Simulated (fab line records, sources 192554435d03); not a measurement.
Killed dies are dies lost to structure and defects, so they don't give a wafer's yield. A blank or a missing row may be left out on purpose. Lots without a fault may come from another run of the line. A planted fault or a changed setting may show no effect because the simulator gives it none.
One fault seen from 3 desks | flow n5_finfet | each desk has only its own numbers; what lay behind them comes last

THE DEFECT DESK
What the inspections along the route counted, lot by lot: means of the sampled wafers that have a number. A lot is out of limits, marked OUT, if its mean lies more than 4 standard deviations from the usual mean; the brackets give that distance.
Columns: A = raw_defect_count at N5_SD_EPI_P_INSPECT_26, usual 177; B = raw_defect_count at N5_SD_ACTIVATION_INSPECT_02, usual 180
lot  | first seen here | A              | B
L230 | day 3 11:50     | 184            | 187
L232 | day 3 20:10     | 123            | 138
L233 | day 4 02:06     | 150            | 172
L234 | day 4 10:19     | 200            | 188
L236 | day 5 01:35     | 278            | 283
L246 | day 7 10:14     | 1570 (+33) OUT | 1562 (+32) OUT
L247 | day 7 15:11     | 1539 (+32) OUT | 1527 (+31) OUT
L249 | day 8 03:04     | 196            | 183
L250 | day 8 13:04     | 221            | 197
L253 | day 9 05:58     | 221            | 217
This desk's finding: out of limits on L246, L247; first on L246, day 7 10:14 (raw_defect_count at N5_SD_EPI_P_INSPECT_26). In limits: L230, L232, L233, L234, L236, L249, L250, L253.

THE METROLOGY DESK
What the gauges read, lot by lot, whatever tool the lot ran on: means of the sampled wafers that have a number. A lot is out of limits, marked OUT, if its mean lies more than 4 standard deviations from the usual mean; the brackets give that distance. Of its 12 readings 7 are shown: those that lie furthest out on some lot.
Columns: A = thk_nm at N5_ILD0_THK_MEAS_13, usual 17.6 nm; B = cd_nm at N5_SDB_CD_MEAS_11, usual 49.7 nm; C = DIBL_N at N5_BEOL_M4_RC_MEAS_101, usual 37.7 mV/V; D = IOFF_P at N5_BEOL_M4_RC_MEAS_101, usual 0.23 nA/um; E = ION_P at N5_BEOL_M4_RC_MEAS_101, usual 463 uA/um; F = SS_P at N5_BEOL_M4_RC_MEAS_101, usual 73.6 mV/dec; G = VT_P at N5_BEOL_M4_RC_MEAS_101, usual -249 mV
lot  | first seen here | A    | B    | C    | D    | E   | F    | G
L230 | day 4 00:58     | 17.2 | 49.0 | 38.4 | 0.28 | 465 | 73.2 | -243
L232 | day 4 03:25     | 18.1 | 50.2 | 40.5 | 0.26 | 476 | 74.0 | -249
L233 | day 4 09:19     | 18.0 | 51.2 | 37.7 | 0.21 | 460 | 73.3 | -252
L234 | day 4 17:41     | 18.1 | 50.0 | 38.3 | 0.20 | 450 | 73.4 | -253
L236 | day 5 08:49     | 20.5 | 50.0 | 37.8 | 0.23 | 470 | 74.6 | -248
L246 | day 7 17:36     | 18.9 | 47.9 | 37.9 | 0.23 | 457 | 74.2 | -251
L247 | day 7 22:26     | 15.8 | 50.2 | 37.5 | 0.24 | 462 | 74.0 | -249
L249 | day 8 10:39     | 17.8 | 49.0 | 35.9 | 0.20 | 464 | 73.2 | -252
L250 | day 8 20:05     | 15.9 | 50.6 | 35.8 | 0.18 | 456 | 72.9 | -254
L253 | day 9 13:41     | 19.7 | 48.6 | 35.6 | 0.23 | 466 | 73.5 | -247
This desk's finding: nothing out of limits on any of the 10 lots.

THE TOOL OWNER'S DESK: epi_rpcvd-04
The tool's own readings at N5_SD_EPI_P_EPI_21 (deposits SiGe:B, time 355 s): means of the sampled wafers that have a number, for each lot that ran on this tool. A lot is out of limits, marked OUT, if its mean lies more than 4 standard deviations from the usual mean; the brackets give that distance.
Columns: A = lamp_inner_pct at N5_SD_EPI_P_EPI_21, usual 10.7 %
lot  | first seen here | A
L230 | day 3 10:11     | 10.9
L232 | day 3 18:10     | 10.8
L234 | day 4 07:57     | 11.0
L246 | day 7 08:13     | 10.8
L247 | day 7 13:32     | 10.9
This desk's finding: nothing out of limits on any of the 5 lots.

PUT TOGETHER
The defect desk could have raised an alarm at day 7 10:14, on L246, L247.
The metrology desk saw nothing out of limits.
The tool owner's desk saw nothing out of limits.
The metrology desk has L246, L247 on record, within its limits.
The tool owner's desk has L246, L247 on record, within its limits.
Of the lots named, all ran N5_SD_EPI_P_EPI_21 on epi_rpcvd-04.

WHAT THE SIMULATOR HAD PUT IN
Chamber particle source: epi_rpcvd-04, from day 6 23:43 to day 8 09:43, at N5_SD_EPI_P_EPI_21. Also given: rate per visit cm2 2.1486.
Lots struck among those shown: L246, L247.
Hours from the fault's start to each desk's first reading out of limits: the defect desk, 11.
